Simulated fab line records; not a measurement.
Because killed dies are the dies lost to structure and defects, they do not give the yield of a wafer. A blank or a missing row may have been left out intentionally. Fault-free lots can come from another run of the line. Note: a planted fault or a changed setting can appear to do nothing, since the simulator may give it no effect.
Matching of chambers	flow n5_finfet	rie_diel-03 running N5_GATE_CUT_STRIP_41: 4 sister chambers
The step strips in CF4. 18 wafers are shown with their chamber, then 9 later ones without.

## WAFERS PAIRED WITH THEIR CHAMBERS
wafer	chamber	showerhead_plenum_p_Torr (Torr)	drypump_motor_current_A (A)	throttle_valve_pct (%)
L074.1	2	1.69	6.0	13.90
L074.3	3	1.72	5.8	13.58
L074.5	1	1.88	6.2	13.89
L080.1	2	1.68	6.0	13.91
L080.5	2	1.68	6.0	13.93
L080.6	3	1.72	5.8	13.63
L081.1	3	1.72	5.7	13.62
L081.5	3	1.72	5.8	13.62
L081.6	2	1.68	6.0	13.94
L082.1	1	1.87	6.2	13.91
L082.3	3	1.72	5.8	13.60
L082.5	2	1.68	6.0	13.93
L085.1	0	1.85	5.7	13.66
L085.2	1	1.87	6.3	13.93
L085.6	2	1.68	6.0	13.95
L088.3	0	1.85	5.7	13.68
L088.5	1	1.87	6.2	13.93
L088.6	2	1.68	6.0	13.95

SIGNATURES (averages over the wafers above)
reading	chamber 0	chamber 1	chamber 2	chamber 3	scatter within a chamber
showerhead_plenum_p_Torr	1.8500	1.8725	1.6814	1.7200	0.00339
drypump_motor_current_A	5.700	6.225	6.000	5.780	0.0333
throttle_valve_pct	13.6700	13.9150	13.9300	13.6100	0.0191
Rule: distance of a wafer from a chamber = root of the sum over the readings of ((wafer's reading minus chamber's mean) / reading's scatter) squared. The wafer belongs to the nearest chamber; if the next one is less than 2 further off, it can't be placed. The scatter: the root of (the sum of the squares of (reading less its chamber's mean) over the shown wafers, divided by (wafers less chambers)).

## WAFERS WITH NO CHAMBER GIVEN
wafer	showerhead_plenum_p_Torr (Torr)	drypump_motor_current_A (A)	throttle_valve_pct (%)
L091.1	1.71	5.7	13.65
L091.2	1.85	5.7	13.70
L091.6	1.71	5.7	13.66
L092.1	1.87	6.3	13.96
L092.2	1.71	5.8	13.66
L092.3	1.85	5.7	13.68
L093.1	1.87	6.2	13.98
L093.2	1.71	5.8	13.67
L093.3	1.84	5.7	13.70

## THE CHAMBER EACH PASSED THROUGH
wafer	from the rows above	in truth
L091.1	3	3
L091.2	0	0
L091.6	3	3
L092.1	1	1
L092.2	3	3
L092.3	0	0
L093.1	1	1
L093.2	3	3
L093.3	0	0
Correct placement for 9 of the 9. From these rows, 0 cannot be placed. Placed wrongly: 0.
